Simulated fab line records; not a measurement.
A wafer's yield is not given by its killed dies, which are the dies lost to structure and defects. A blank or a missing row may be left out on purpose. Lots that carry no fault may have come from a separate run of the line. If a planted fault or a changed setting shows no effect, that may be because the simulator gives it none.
A struck lot beside a sound one :: flow nand-harc :: 14 steps out of a route of 1302
Sound: wafers L264.1, L264.2, L264.3. The struck wafers were L272.1, L272.2, L272.6. The cause comes at the end.
Each step with rows lists, per side, the tool, then ch with its chambers, then its first start. Under that, the readings that differ: sound wafers :: struck wafers :: difference of the means :: sigmas: that difference in standard deviations of wafers without a fault.
alike: same words and numbers on both sides, and readings whose means sit less than 2 such deviations apart. not compared: any withheld reading, any reading some wafer has no value for, any bound like >300 that may hide the same value, and any number with overlapping values for which the record gives no deviation.
A row with sigmas, a row that says differs or no value, or rows on one side alone: a step with any of these is where the two part. Non-overlapping numbers with no deviation appear without sigmas and do not part them. Lack of a reading on every wafer of one side parts them only where that side has two or more wafers.

NHARC_A_STAIRCASE_STRIP_475: strips in O2, time 20 s.
  sound: rie-diel-08 ch 1,2,3; struck: rie-diel-07 ch 1,2
  alike: drypump-motor-current-A, oes-product-au, rf-vpp-V, showerhead-plenum-p-Torr, throttle-valve-pct
  not compared: rf-hours-counter-h
NHARC_A_STAIRCASE_DEP_471: deposits SiO2, target thk 100 nm.
  sound on pecvd-03 ch 0,1,2, day 19 14:20; struck on pecvd-04 ch 1,2, day 23 04:23
  alike: heater-power-outer-w, heater-power-w, throttle-valve-pct
NHARC_A_STAIRCASE_CMP_472: polishes SiO2.
  sound on cmp-01 ch 0,1,3, day 19 14:36; struck on cmp-04 ch 0,1,3, day 23 04:37
  alike: motor-current-A, slurry-filter-dp-kPa
following that, these wafers have no rows for 1 step: NHARC_A_STAIRCASE_SRD_474.
NHARC_A_STAIRCASE_INSPECT_155:
  sound on defect-inspect-01, day 19 14:56; struck on defect-inspect-01, day 23 04:58
  alike: raw-defect-count
NHARC_A_SGD_CUT_DEP_00: deposits SiNx, target thk 50 nm.
  sound on pecvd-03 ch 0,1,2, day 19 15:01; struck on pecvd-01 ch 1,2, day 23 05:02
  alike: heater-power-outer-w, heater-power-w
then, 5 steps without rows for these wafers: NHARC_A_SGD_CUT_DEHYDRATE_01 (time 120 s); NHARC_A_SGD_CUT_HMDS_02 (time 30 s); NHARC_A_SGD_CUT_COAT_56 (time 75 s); NHARC_A_SGD_CUT_COAT_57 (time 65 s); NHARC_A_SGD_CUT_COAT_03 (resist thk 90 nm).
NHARC_A_SGD_CUT_SOFTBAKE_04: time 55 s.
  sound on litho-track-04 ch 0, day 19 15:00; struck on litho-track-04 ch 0, day 23 05:00
reading: heater-power-total-W (W)
sound: 188.43 188.37 188.47
struck: 182.75 182.85 182.81
difference: -5.62
sigmas: -43
  alike: chill-plate-temp-C
then, 2 steps without rows for these wafers: NHARC_A_SGD_CUT_EBR_05; NHARC_END_SORT_01.

== WHERE THEY PART ==
At NHARC_A_SGD_CUT_SOFTBAKE_04 and nowhere else, as far as this record goes.

WHY: the cause the simulator had injected
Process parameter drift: litho-track-04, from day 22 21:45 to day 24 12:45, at NHARC_A_SGD_CUT_SOFTBAKE_04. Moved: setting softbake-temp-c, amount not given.
